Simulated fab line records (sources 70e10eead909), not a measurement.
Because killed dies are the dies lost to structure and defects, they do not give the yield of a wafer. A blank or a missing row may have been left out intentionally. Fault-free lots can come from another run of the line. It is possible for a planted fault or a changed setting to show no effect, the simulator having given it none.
fab line records :: flow nandHarc :: part 2 of 2: steps 5 to 6 of 6
record:
  lots: 22
  wafers: 66
  lastDay: 25
route steps=1159 shown P_CONTACT@249 P_M0@270 P_BONDPAD@367 A_SOURCE_PLATE@420 A_CHANNEL_HOLE_D1@478
lots that met no fault: taken from a fault-free run of the same line
startH: hours from the record's opening day to when the first of the lot's shown wafers began :: waitH: time in hours since the lot's previous step :: " repeats the value in the row above :: L1.1+2: a single row standing in for several wafers :: - no value, or no start was given :: * or withheld: withheld :: < > ~ a bound
route shown NAME@n: a module of which the file shows steps, and the number in the route of the first :: usual: mean/standard deviation taken from wafers without a fault :: same: alike in all rows :: chamber/n: place in a boat :: sites: the reading at each site :: _std_site: their standard deviation :: _edge_site: mean of outer sites minus mean of inner sites :: radiusMm: for every site, how far away it sits from the centre of the wafer :: mask NAME#n: copy n :: behind: the tool/chamber that last shaped the wafer :: hold: cause of the lot's hold/its duration in hours/its outcome :: device: transistor that didn't switch, given as n, p or np :: end of line: tests of these same wafers at the route's end :: a step without rows: its recipe alone :: killed: dies lost to structure and defects at the first sort, not the wafer's yield :: map: a wafer's dies, x killed, . not, _ none there
set.NAME: the setting that was run; set.NAME@STEP: the one run at that earlier step :: model.NAME: the simulator's own value behind a step, which no gauge read
the route's steps for a sample of lots (tables are steps, rows are wafers)
services: from which hour (startH, from the record's first day; less than 0 if before it) a tool's chamber was out of use, for how many hours, and why
== steps ==
step: NHARC_A_SOURCE_PLATE_THK_MEAS_06
recipe:
  thkMeasGauge: ellipsometry
usual:
  thkNm: 199.3/2
lot.wafer: L074.1
tool: filmMetro-01
chamber: -
startH: 156.93
waitH: 0.4
thkNm: 197.6

lot.wafer: L074.2
tool: filmMetro-01
chamber: -
startH: 156.93
waitH: 0.4
thkNm: 198.7

lot.wafer: L074.6
tool: filmMetro-01
chamber: -
startH: 156.93
waitH: 0.4
thkNm: 197.7

lot.wafer: L076.1
tool: filmMetro-02
chamber: -
startH: 162.58
waitH: 0.4
thkNm: 198.0

lot.wafer: L076.2
tool: filmMetro-02
chamber: -
startH: 162.58
waitH: 0.4
thkNm: 197.7

lot.wafer: L076.5
tool: filmMetro-02
chamber: -
startH: 162.58
waitH: 0.4
thkNm: 195.9

lot.wafer: L075.4
tool: filmMetro-01
chamber: -
startH: 162.59
waitH: 0.4
thkNm: 203.0

lot.wafer: L075.5
tool: filmMetro-01
chamber: -
startH: 162.59
waitH: 0.4
thkNm: 200.5

lot.wafer: L075.6
tool: filmMetro-01
chamber: -
startH: 162.59
waitH: 0.4
thkNm: 202.8

lot.wafer: L077.1
tool: filmMetro-02
chamber: -
startH: 183.22
waitH: 0.4
thkNm: 201.2

lot.wafer: L077.5
tool: filmMetro-02
chamber: -
startH: 183.22
waitH: 0.4
thkNm: 199.8

lot.wafer: L077.6
tool: filmMetro-02
chamber: -
startH: 183.22
waitH: 0.4
thkNm: 202.6

lot.wafer: L078.2
tool: filmMetro-01
chamber: -
startH: 183.22
waitH: 0.4
thkNm: 199.5

lot.wafer: L078.3
tool: filmMetro-01
chamber: -
startH: 183.22
waitH: 0.4
thkNm: 200.3

lot.wafer: L078.4
tool: filmMetro-01
chamber: -
startH: 183.22
waitH: 0.4
thkNm: 199.8

lot.wafer: L079.1
tool: filmMetro-02
chamber: -
startH: 188.71
waitH: 0.4
thkNm: 201.5

lot.wafer: L079.3
tool: filmMetro-02
chamber: -
startH: 188.71
waitH: 0.4
thkNm: 201.0

lot.wafer: L079.4
tool: filmMetro-02
chamber: -
startH: 188.71
waitH: 0.4
thkNm: 201.6

lot.wafer: L080.3
tool: filmMetro-01
chamber: -
startH: 188.71
waitH: 0.4
thkNm: 197.0

lot.wafer: L080.5
tool: filmMetro-01
chamber: -
startH: 188.71
waitH: 0.4
thkNm: 196.7

lot.wafer: L080.6
tool: filmMetro-01
chamber: -
startH: 188.71
waitH: 0.4
thkNm: 195.5

lot.wafer: L081.2
tool: filmMetro-02
chamber: -
startH: 199.42
waitH: 0.4
thkNm: 200.6

lot.wafer: L081.4
tool: filmMetro-02
chamber: -
startH: 199.42
waitH: 0.4
thkNm: 199.0

lot.wafer: L081.5
tool: filmMetro-02
chamber: -
startH: 199.42
waitH: 0.4
thkNm: 199.1

lot.wafer: L082.1
tool: filmMetro-02
chamber: -
startH: 205.94
waitH: 0.4
thkNm: 201.7

lot.wafer: L082.2
tool: filmMetro-02
chamber: -
startH: 205.94
waitH: 0.4
thkNm: 200.7

lot.wafer: L082.3
tool: filmMetro-02
chamber: -
startH: 205.94
waitH: 0.4
thkNm: 199.8

lot.wafer: L084.2
tool: filmMetro-01
chamber: -
startH: 205.94
waitH: 0.4
thkNm: 203.1

lot.wafer: L084.4
tool: filmMetro-01
chamber: -
startH: 205.94
waitH: 0.4
thkNm: 203.0

lot.wafer: L084.6
tool: filmMetro-01
chamber: -
startH: 205.94
waitH: 0.4
thkNm: 201.2

lot.wafer: L083.1
tool: filmMetro-02
chamber: -
startH: 210.61
waitH: 0.4
thkNm: 201.8

lot.wafer: L083.4
tool: filmMetro-02
chamber: -
startH: 210.61
waitH: 0.4
thkNm: 200.6

lot.wafer: L083.6
tool: filmMetro-02
chamber: -
startH: 210.61
waitH: 0.4
thkNm: 200.6

lot.wafer: L085.1
tool: filmMetro-02
chamber: -
startH: 239.06
waitH: 0.4
thkNm: 195.8

lot.wafer: L085.2
tool: filmMetro-02
chamber: -
startH: 239.06
waitH: 0.4
thkNm: 199.0

lot.wafer: L085.4
tool: filmMetro-02
chamber: -
startH: 239.06
waitH: 0.4
thkNm: 194.8

lot.wafer: L086.1
tool: filmMetro-02
chamber: -
startH: 246.79
waitH: 0.4
thkNm: 203.3

lot.wafer: L086.4
tool: filmMetro-02
chamber: -
startH: 246.79
waitH: 0.4
thkNm: 202.0

lot.wafer: L086.5
tool: filmMetro-02
chamber: -
startH: 246.79
waitH: 0.4
thkNm: 200.7

lot.wafer: L089.1
tool: filmMetro-01
chamber: -
startH: 254.87
waitH: 0.4
thkNm: 199.8

lot.wafer: L089.2
tool: filmMetro-01
chamber: -
startH: 254.87
waitH: 0.4
thkNm: 197.8

lot.wafer: L089.5
tool: filmMetro-01
chamber: -
startH: 254.87
waitH: 0.4
thkNm: 202.7

lot.wafer: L090.1
tool: filmMetro-02
chamber: -
startH: 254.87
waitH: 0.4
thkNm: 199.1

lot.wafer: L090.2
tool: filmMetro-02
chamber: -
startH: 254.87
waitH: 0.4
thkNm: 200.8

lot.wafer: L090.4
tool: filmMetro-02
chamber: -
startH: 254.87
waitH: 0.4
thkNm: 198.6

lot.wafer: L087.1
tool: filmMetro-01
chamber: -
startH: 254.87
waitH: 0.4
thkNm: 200.0

lot.wafer: L087.2
tool: filmMetro-01
chamber: -
startH: 254.87
waitH: 0.4
thkNm: 197.1

lot.wafer: L087.4
tool: filmMetro-01
chamber: -
startH: 254.87
waitH: 0.4
thkNm: 198.5

lot.wafer: L092.1
tool: filmMetro-02
chamber: -
startH: 267.37
waitH: 0.4
thkNm: 199.5

lot.wafer: L092.3
tool: filmMetro-02
chamber: -
startH: 267.37
waitH: 0.4
thkNm: 202.9

lot.wafer: L092.4
tool: filmMetro-02
chamber: -
startH: 267.37
waitH: 0.4
thkNm: 199.0

lot.wafer: L095.3
tool: filmMetro-01
chamber: -
startH: 272.36
waitH: 0.4
thkNm: 194.6

lot.wafer: L095.5
tool: filmMetro-01
chamber: -
startH: 272.36
waitH: 0.4
thkNm: 196.9

lot.wafer: L095.6
tool: filmMetro-01
chamber: -
startH: 272.36
waitH: 0.4
thkNm: 196.3

lot.wafer: L093.3
tool: filmMetro-02
chamber: -
startH: 272.36
waitH: 0.4
thkNm: 199.6

lot.wafer: L093.5
tool: filmMetro-02
chamber: -
startH: 272.36
waitH: 0.4
thkNm: 198.4

lot.wafer: L093.6
tool: filmMetro-02
chamber: -
startH: 272.36
waitH: 0.4
thkNm: 200.8

lot.wafer: L094.1
tool: filmMetro-01
chamber: -
startH: 275.97
waitH: 0.4
thkNm: 198.5

lot.wafer: L094.2
tool: filmMetro-01
chamber: -
startH: 275.97
waitH: 0.4
thkNm: 199.2

lot.wafer: L094.6
tool: filmMetro-01
chamber: -
startH: 275.97
waitH: 0.4
thkNm: 199.2

lot.wafer: L096.1
tool: filmMetro-01
chamber: -
startH: 290.79
waitH: 0.4
thkNm: 198.1

lot.wafer: L096.2
tool: filmMetro-01
chamber: -
startH: 290.79
waitH: 0.4
thkNm: 199.7

lot.wafer: L096.4
tool: filmMetro-01
chamber: -
startH: 290.79
waitH: 0.4
thkNm: 199.7

lot.wafer: L097.1
tool: filmMetro-02
chamber: -
startH: 301.31
waitH: 0.4
thkNm: 198.8

lot.wafer: L097.2
tool: filmMetro-02
chamber: -
startH: 301.31
waitH: 0.4
thkNm: 200.1

lot.wafer: L097.4
tool: filmMetro-02
chamber: -
startH: 301.31
waitH: 0.4
thkNm: 196.1
step: NHARC_A_CHANNEL_HOLE_D1_ETCH_26
recipe:
  biasV: 300
  sourceW: 2000
  pressureMtorr: 30
  timeS: 224.1
  arFlowSccm: 375
  c4f8FlowSccm: 11.4
  o2FlowSccm: 113.6
  tempC: -20
  targetDepthA: 3000
  chemistry: C4F8/O2/Ar
usual:
  drypumpMotorCurrentA: 5.82/0.21
  showerheadPlenumPTorr: 3.73/0.16
  tempC: -20.00/0.097
  throttleValvePct: 24.584/0.0094
lot.wafer: L074.1
tool: harEtch-02
chamber: 0
startH: 180.55
waitH: 0.7
drypumpMotorCurrentA: 5.61
rfHoursCounterH: 99
showerheadPlenumPTorr: 3.93
tempC: -19.87
throttleValvePct: 24.584

lot.wafer: L074.2
tool: harEtch-02
chamber: 1
startH: 180.55
waitH: 0.7
drypumpMotorCurrentA: 5.78
rfHoursCounterH: 99
showerheadPlenumPTorr: 3.56
tempC: -19.82
throttleValvePct: 24.548

lot.wafer: L074.6
tool: harEtch-02
chamber: 1
startH: 180.55
waitH: 0.7
drypumpMotorCurrentA: 5.78
rfHoursCounterH: -
showerheadPlenumPTorr: 3.56
tempC: -20.07
throttleValvePct: 24.586

lot.wafer: L076.2
tool: harEtch-01
chamber: 0
startH: 185.71
waitH: 0.7
drypumpMotorCurrentA: 6.18
rfHoursCounterH: 198
showerheadPlenumPTorr: 3.63
tempC: -20.05
throttleValvePct: 24.597

lot.wafer: L076.1
tool: harEtch-01
chamber: 1
startH: 185.71
waitH: 0.7
drypumpMotorCurrentA: 5.72
rfHoursCounterH: 198
showerheadPlenumPTorr: 3.87
tempC: -20.20
throttleValvePct: 24.569

lot.wafer: L076.5
tool: harEtch-01
chamber: 0
startH: 185.71
waitH: 0.7
drypumpMotorCurrentA: 6.18
rfHoursCounterH: -
showerheadPlenumPTorr: 3.63
tempC: -19.95
throttleValvePct: 24.587

lot.wafer: L075.4
tool: harEtch-02
chamber: 0
startH: 187.37
waitH: 0.4
drypumpMotorCurrentA: 5.62
rfHoursCounterH: -
showerheadPlenumPTorr: 3.93
tempC: -19.91
throttleValvePct: 24.586

lot.wafer: L075.6
tool: harEtch-02
chamber: 1
startH: 187.37
waitH: 0.4
drypumpMotorCurrentA: 5.79
rfHoursCounterH: -
showerheadPlenumPTorr: 3.56
tempC: -20.01
throttleValvePct: 24.591

lot.wafer: L075.5
tool: harEtch-02
chamber: 0
startH: 187.37
waitH: 0.4
drypumpMotorCurrentA: 5.63
rfHoursCounterH: -
showerheadPlenumPTorr: 3.93
tempC: -19.95
throttleValvePct: 24.584

lot.wafer: L078.2
tool: harEtch-02
chamber: 1
startH: 204.64
waitH: 0.7
drypumpMotorCurrentA: 5.78
rfHoursCounterH: 109
showerheadPlenumPTorr: 3.56
tempC: -20.09
throttleValvePct: 24.588

lot.wafer: L078.4
tool: harEtch-02
chamber: 1
startH: 204.64
waitH: 0.7
drypumpMotorCurrentA: 5.76
rfHoursCounterH: -
showerheadPlenumPTorr: 3.56
tempC: -20.09
throttleValvePct: 24.586

lot.wafer: L078.3
tool: harEtch-02
chamber: 0
startH: 204.64
waitH: 0.7
drypumpMotorCurrentA: 5.63
rfHoursCounterH: -
showerheadPlenumPTorr: 3.93
tempC: -19.99
throttleValvePct: 24.573

lot.wafer: L077.1
tool: harEtch-01
chamber: 1
startH: 204.83
waitH: 0.7
drypumpMotorCurrentA: 5.71
rfHoursCounterH: 205
showerheadPlenumPTorr: 3.87
tempC: -19.88
throttleValvePct: 24.579

lot.wafer: L077.6
tool: harEtch-01
chamber: 1
startH: 204.83
waitH: 0.7
drypumpMotorCurrentA: 5.73
rfHoursCounterH: -
showerheadPlenumPTorr: 3.87
tempC: -20.05
throttleValvePct: 24.605

lot.wafer: L077.5
tool: harEtch-01
chamber: 0
startH: 204.83
waitH: 0.7
drypumpMotorCurrentA: 6.18
rfHoursCounterH: -
showerheadPlenumPTorr: 3.63
tempC: -20.15
throttleValvePct: 24.591

lot.wafer: L079.1
tool: harEtch-02
chamber: 1
startH: 209.20
waitH: 0.7
drypumpMotorCurrentA: 5.78
rfHoursCounterH: 112
showerheadPlenumPTorr: 3.55
tempC: -19.95
throttleValvePct: 24.589

lot.wafer: L079.4
tool: harEtch-02
chamber: 1
startH: 209.20
waitH: 0.7
drypumpMotorCurrentA: 5.76
rfHoursCounterH: -
showerheadPlenumPTorr: 3.55
tempC: -20.15
throttleValvePct: 24.586

lot.wafer: L079.3
tool: harEtch-02
chamber: 0
startH: 209.20
waitH: 0.7
drypumpMotorCurrentA: 5.64
rfHoursCounterH: -
showerheadPlenumPTorr: 3.92
tempC: -20.11
throttleValvePct: 24.569

lot.wafer: L080.3
tool: harEtch-01
chamber: 1
startH: 209.46
waitH: 0.5
drypumpMotorCurrentA: 5.73
rfHoursCounterH: -
showerheadPlenumPTorr: 3.87
tempC: -19.71
throttleValvePct: 24.590

lot.wafer: L080.5
tool: harEtch-01
chamber: 1
startH: 209.46
waitH: 0.5
drypumpMotorCurrentA: 5.73
rfHoursCounterH: -
showerheadPlenumPTorr: 3.87
tempC: -19.80
throttleValvePct: 24.588

lot.wafer: L080.6
tool: harEtch-01
chamber: 0
startH: 209.46
waitH: 0.5
drypumpMotorCurrentA: 6.20
rfHoursCounterH: -
showerheadPlenumPTorr: 3.63
tempC: -20.05
throttleValvePct: 24.589

lot.wafer: L081.2
tool: harEtch-01
chamber: 1
startH: 220.11
waitH: 0.7
drypumpMotorCurrentA: 5.75
rfHoursCounterH: 213
showerheadPlenumPTorr: 3.86
tempC: -19.96
throttleValvePct: 24.582

lot.wafer: L081.4
tool: harEtch-01
chamber: 0
startH: 220.11
waitH: 0.7
drypumpMotorCurrentA: 6.17
rfHoursCounterH: -
showerheadPlenumPTorr: 3.62
tempC: -20.15
throttleValvePct: 24.589

lot.wafer: L081.5
tool: harEtch-01
chamber: 0
startH: 220.11
waitH: 0.7
drypumpMotorCurrentA: 6.18
rfHoursCounterH: -
showerheadPlenumPTorr: 3.62
tempC: -20.09
throttleValvePct: 24.600

lot.wafer: L083.1
tool: harEtch-02
chamber: 0
startH: 231.51
waitH: 0.6
drypumpMotorCurrentA: 5.64
rfHoursCounterH: 119
showerheadPlenumPTorr: 3.92
tempC: -20.05
throttleValvePct: 24.591

lot.wafer: L083.4
tool: harEtch-02
chamber: 1
startH: 231.51
waitH: 0.6
drypumpMotorCurrentA: 5.77
rfHoursCounterH: -
showerheadPlenumPTorr: 3.55
tempC: -20.05
throttleValvePct: 24.584

lot.wafer: L083.6
tool: harEtch-02
chamber: 1
startH: 231.51
waitH: 0.6
drypumpMotorCurrentA: 5.78
rfHoursCounterH: -
showerheadPlenumPTorr: 3.55
tempC: -20.02
throttleValvePct: 24.575

lot.wafer: L082.1
tool: harEtch-01
chamber: 1
startH: 233.20
waitH: 0.7
drypumpMotorCurrentA: 5.69
rfHoursCounterH: 219
showerheadPlenumPTorr: 3.86
tempC: -20.04
throttleValvePct: 24.588

lot.wafer: L082.2
tool: harEtch-01
chamber: 0
startH: 233.20
waitH: 0.7
drypumpMotorCurrentA: 6.16
rfHoursCounterH: 219
showerheadPlenumPTorr: 3.62
tempC: -20.07
throttleValvePct: 24.577

lot.wafer: L082.3
tool: harEtch-01
chamber: 1
startH: 233.20
waitH: 0.7
drypumpMotorCurrentA: 5.70
rfHoursCounterH: -
showerheadPlenumPTorr: 3.86
tempC: -19.92
throttleValvePct: 24.588

lot.wafer: L084.2
tool: harEtch-02
chamber: 0
startH: 235.63
waitH: 0.7
drypumpMotorCurrentA: 5.64
rfHoursCounterH: 123
showerheadPlenumPTorr: 3.92
tempC: -19.96
throttleValvePct: 24.575

lot.wafer: L084.4
tool: harEtch-02
chamber: 0
startH: 235.63
waitH: 0.7
drypumpMotorCurrentA: 5.64
rfHoursCounterH: -
showerheadPlenumPTorr: 3.92
tempC: -19.94
throttleValvePct: 24.584

lot.wafer: L084.6
tool: harEtch-02
chamber: 0
startH: 235.63
waitH: 0.7
drypumpMotorCurrentA: 5.61
rfHoursCounterH: -
showerheadPlenumPTorr: 3.92
tempC: -19.95
throttleValvePct: 24.578

lot.wafer: L085.2
tool: harEtch-02
chamber: 0
startH: 261.22
waitH: 0.7
drypumpMotorCurrentA: 5.62
rfHoursCounterH: 133
showerheadPlenumPTorr: 3.91
tempC: -19.85
throttleValvePct: 24.589

lot.wafer: L085.1
tool: harEtch-02
chamber: 1
startH: 261.22
waitH: 0.7
drypumpMotorCurrentA: 5.77
rfHoursCounterH: 133
showerheadPlenumPTorr: 3.54
tempC: -20.05
throttleValvePct: 24.592

lot.wafer: L085.4
tool: harEtch-02
chamber: 1
startH: 261.22
waitH: 0.7
drypumpMotorCurrentA: 5.79
rfHoursCounterH: -
showerheadPlenumPTorr: 3.54
tempC: -20.01
throttleValvePct: 24.600

lot.wafer: L086.1
tool: harEtch-02
chamber: 0
startH: 269.34
waitH: 0.7
drypumpMotorCurrentA: 5.64
rfHoursCounterH: 137
showerheadPlenumPTorr: 3.91
tempC: -20.01
throttleValvePct: 24.611

lot.wafer: L086.4
tool: harEtch-02
chamber: 0
startH: 269.34
waitH: 0.7
drypumpMotorCurrentA: 5.63
rfHoursCounterH: -
showerheadPlenumPTorr: 3.91
tempC: -20.12
throttleValvePct: 24.601

lot.wafer: L086.5
tool: harEtch-02
chamber: 0
startH: 269.34
waitH: 0.7
drypumpMotorCurrentA: 5.62
rfHoursCounterH: -
showerheadPlenumPTorr: 3.91
tempC: -19.96
throttleValvePct: 24.601

lot.wafer: L090.1
tool: harEtch-01
chamber: 1
startH: 275.86
waitH: 0.7
drypumpMotorCurrentA: 5.71
rfHoursCounterH: 235
showerheadPlenumPTorr: 3.85
tempC: -19.97
throttleValvePct: 24.577

lot.wafer: L090.2
tool: harEtch-01
chamber: 0
startH: 275.86
waitH: 0.7
drypumpMotorCurrentA: 6.20
rfHoursCounterH: 235
showerheadPlenumPTorr: 3.61
tempC: -19.95
throttleValvePct: 24.585

lot.wafer: L090.4
tool: harEtch-01
chamber: 0
startH: 275.86
waitH: 0.7
drypumpMotorCurrentA: 6.19
rfHoursCounterH: -
showerheadPlenumPTorr: 3.61
tempC: -20.00
throttleValvePct: 24.574

lot.wafer: L089.2
tool: harEtch-02
chamber: 0
startH: 276.36
waitH: 0.7
drypumpMotorCurrentA: 5.63
rfHoursCounterH: 141
showerheadPlenumPTorr: 3.91
tempC: -19.98
throttleValvePct: 24.589

lot.wafer: L089.1
tool: harEtch-02
chamber: 1
startH: 276.36
waitH: 0.7
drypumpMotorCurrentA: 5.78
rfHoursCounterH: 141
showerheadPlenumPTorr: 3.54
tempC: -19.95
throttleValvePct: 24.582

lot.wafer: L089.5
tool: harEtch-02
chamber: 1
startH: 276.36
waitH: 0.7
drypumpMotorCurrentA: 5.76
rfHoursCounterH: -
showerheadPlenumPTorr: 3.54
tempC: -20.10
throttleValvePct: 24.568

lot.wafer: L087.1
tool: harEtch-01
chamber: 0
startH: 280.00
waitH: 0.7
drypumpMotorCurrentA: 6.19
rfHoursCounterH: 239
showerheadPlenumPTorr: 3.61
tempC: -20.06
throttleValvePct: 24.585

lot.wafer: L087.2
tool: harEtch-01
chamber: 1
startH: 280.00
waitH: 0.7
drypumpMotorCurrentA: 5.75
rfHoursCounterH: 239
showerheadPlenumPTorr: 3.85
tempC: -19.94
throttleValvePct: 24.568

lot.wafer: L087.4
tool: harEtch-01
chamber: 1
startH: 280.00
waitH: 0.7
drypumpMotorCurrentA: 5.73
rfHoursCounterH: -
showerheadPlenumPTorr: 3.85
tempC: -20.10
throttleValvePct: 24.592

lot.wafer: L092.1
tool: harEtch-02
chamber: 1
startH: 291.28
waitH: 0.7
drypumpMotorCurrentA: 5.81
rfHoursCounterH: 152
showerheadPlenumPTorr: 3.53
tempC: -20.03
throttleValvePct: 24.591

lot.wafer: L092.4
tool: harEtch-02
chamber: 1
startH: 291.28
waitH: 0.7
drypumpMotorCurrentA: 5.82
rfHoursCounterH: -
showerheadPlenumPTorr: 3.53
tempC: -19.89
throttleValvePct: 24.598

lot.wafer: L092.3
tool: harEtch-02
chamber: 0
startH: 291.28
waitH: 0.7
drypumpMotorCurrentA: 5.62
rfHoursCounterH: -
showerheadPlenumPTorr: 3.90
tempC: -20.16
throttleValvePct: 24.568

lot.wafer: L093.3
tool: harEtch-01
chamber: 1
startH: 292.43
waitH: 0.4
drypumpMotorCurrentA: 5.74
rfHoursCounterH: -
showerheadPlenumPTorr: 3.85
tempC: -19.98
throttleValvePct: 24.585

lot.wafer: L093.5
tool: harEtch-01
chamber: 0
startH: 292.43
waitH: 0.4
drypumpMotorCurrentA: 6.16
rfHoursCounterH: -
showerheadPlenumPTorr: 3.61
tempC: -19.99
throttleValvePct: 24.586

lot.wafer: L093.6
tool: harEtch-01
chamber: 1
startH: 292.43
waitH: 0.4
drypumpMotorCurrentA: 5.74
rfHoursCounterH: -
showerheadPlenumPTorr: 3.85
tempC: -20.00
throttleValvePct: 24.586

lot.wafer: L095.3
tool: harEtch-02
chamber: 1
startH: 295.53
waitH: 0.5
drypumpMotorCurrentA: 5.80
rfHoursCounterH: -
showerheadPlenumPTorr: 3.53
tempC: -19.92
throttleValvePct: 24.592

lot.wafer: L095.6
tool: harEtch-02
chamber: 1
startH: 295.53
waitH: 0.5
drypumpMotorCurrentA: 5.77
rfHoursCounterH: -
showerheadPlenumPTorr: 3.53
tempC: -20.08
throttleValvePct: 24.578

lot.wafer: L095.5
tool: harEtch-02
chamber: 0
startH: 295.53
waitH: 0.5
drypumpMotorCurrentA: 5.64
rfHoursCounterH: -
showerheadPlenumPTorr: 3.90
tempC: -19.95
throttleValvePct: 24.603

lot.wafer: L094.2
tool: harEtch-01
chamber: 0
startH: 297.62
waitH: 0.7
drypumpMotorCurrentA: 6.18
rfHoursCounterH: 249
showerheadPlenumPTorr: 3.60
tempC: -20.02
throttleValvePct: 24.585

lot.wafer: L094.1
tool: harEtch-01
chamber: 1
startH: 297.62
waitH: 0.7
drypumpMotorCurrentA: 5.74
rfHoursCounterH: 249
showerheadPlenumPTorr: 3.84
tempC: -19.82
throttleValvePct: 24.589

lot.wafer: L094.6
tool: harEtch-01
chamber: 0
startH: 297.62
waitH: 0.7
drypumpMotorCurrentA: 6.19
rfHoursCounterH: -
showerheadPlenumPTorr: 3.60
tempC: -20.12
throttleValvePct: 24.583

lot.wafer: L096.1
tool: harEtch-02
chamber: 0
startH: 316.41
waitH: 0.7
drypumpMotorCurrentA: 5.62
rfHoursCounterH: 164
showerheadPlenumPTorr: 3.89
tempC: -20.02
throttleValvePct: 24.576

lot.wafer: L096.2
tool: harEtch-02
chamber: 1
startH: 316.41
waitH: 0.7
drypumpMotorCurrentA: 5.78
rfHoursCounterH: 164
showerheadPlenumPTorr: 3.53
tempC: -20.16
throttleValvePct: 24.588

lot.wafer: L096.4
tool: harEtch-02
chamber: 0
startH: 316.41
waitH: 0.7
drypumpMotorCurrentA: 5.64
rfHoursCounterH: -
showerheadPlenumPTorr: 3.89
tempC: -19.97
throttleValvePct: 24.585

lot.wafer: L097.1
tool: harEtch-01
chamber: 0
startH: 325.82
waitH: 0.7
drypumpMotorCurrentA: 6.16
rfHoursCounterH: 4
showerheadPlenumPTorr: 3.60
tempC: -20.04
throttleValvePct: 24.589

lot.wafer: L097.2
tool: harEtch-01
chamber: 1
startH: 325.82
waitH: 0.7
drypumpMotorCurrentA: 5.75
rfHoursCounterH: 4
showerheadPlenumPTorr: 3.84
tempC: -19.97
throttleValvePct: 24.587

lot.wafer: L097.4
tool: harEtch-01
chamber: 0
startH: 325.82
waitH: 0.7
drypumpMotorCurrentA: 6.17
rfHoursCounterH: -
showerheadPlenumPTorr: 3.60
tempC: -20.07
throttleValvePct: 24.568
== services ==
tool: cmp-01
chamber: -
startH: 95.54
hours: 4.9
kind: repair

tool: cmp-01
chamber: -
startH: 116.55
hours: 3.3
kind: repair

tool: rieDiel-11
chamber: 2
startH: 119.37
hours: 3.8
kind: repair

tool: rieDiel-11
chamber: 1
startH: 120.32
hours: 20.1
kind: repair

tool: rieDiel-08
chamber: -
startH: 124.80
hours: 9.0
kind: pm

tool: cmp-01
chamber: -
startH: 126.29
hours: 0.2
kind: repair

tool: rieDiel-06
chamber: -
startH: 134.87
hours: 0.7
kind: repair

tool: rieDiel-11
chamber: -
startH: 153.86
hours: 0.4
kind: repair

tool: cmp-01
chamber: -
startH: 179.66
hours: 4.0
kind: pm

tool: rieDiel-11
chamber: 2
startH: 188.43
hours: 10.9
kind: repair

tool: rieDiel-11
chamber: -
startH: 191.53
hours: 9.0
kind: pm

tool: rieDiel-06
chamber: 2
startH: 201.29
hours: 9.5
kind: repair

tool: cmp-01
chamber: -
startH: 213.80
hours: 3.7
kind: repair

tool: rieDiel-08
chamber: 3
startH: 214.09
hours: 8.2
kind: repair

tool: rieDiel-06
chamber: 0
startH: 218.07
hours: 8.5
kind: repair

tool: cmp-01
chamber: -
startH: 221.60
hours: 2.5
kind: repair

tool: rieDiel-11
chamber: 0
startH: 223.77
hours: 14.4
kind: repair

tool: rieDiel-06
chamber: -
startH: 241.34
hours: 9.0
kind: pm

tool: rieDiel-06
chamber: 1
startH: 258.58
hours: 5.5
kind: repair

tool: rieDiel-11
chamber: -
startH: 272.47
hours: 0.4
kind: repair

tool: cmp-01
chamber: -
startH: 277.83
hours: 4.0
kind: pm

tool: harEtch-02
chamber: -
startH: 302.23
hours: 5.8
kind: repair

tool: harEtch-01
chamber: -
startH: 305.00
hours: 17.0
kind: pm

tool: cmp-01
chamber: -
startH: 320.99
hours: 1.7
kind: repair
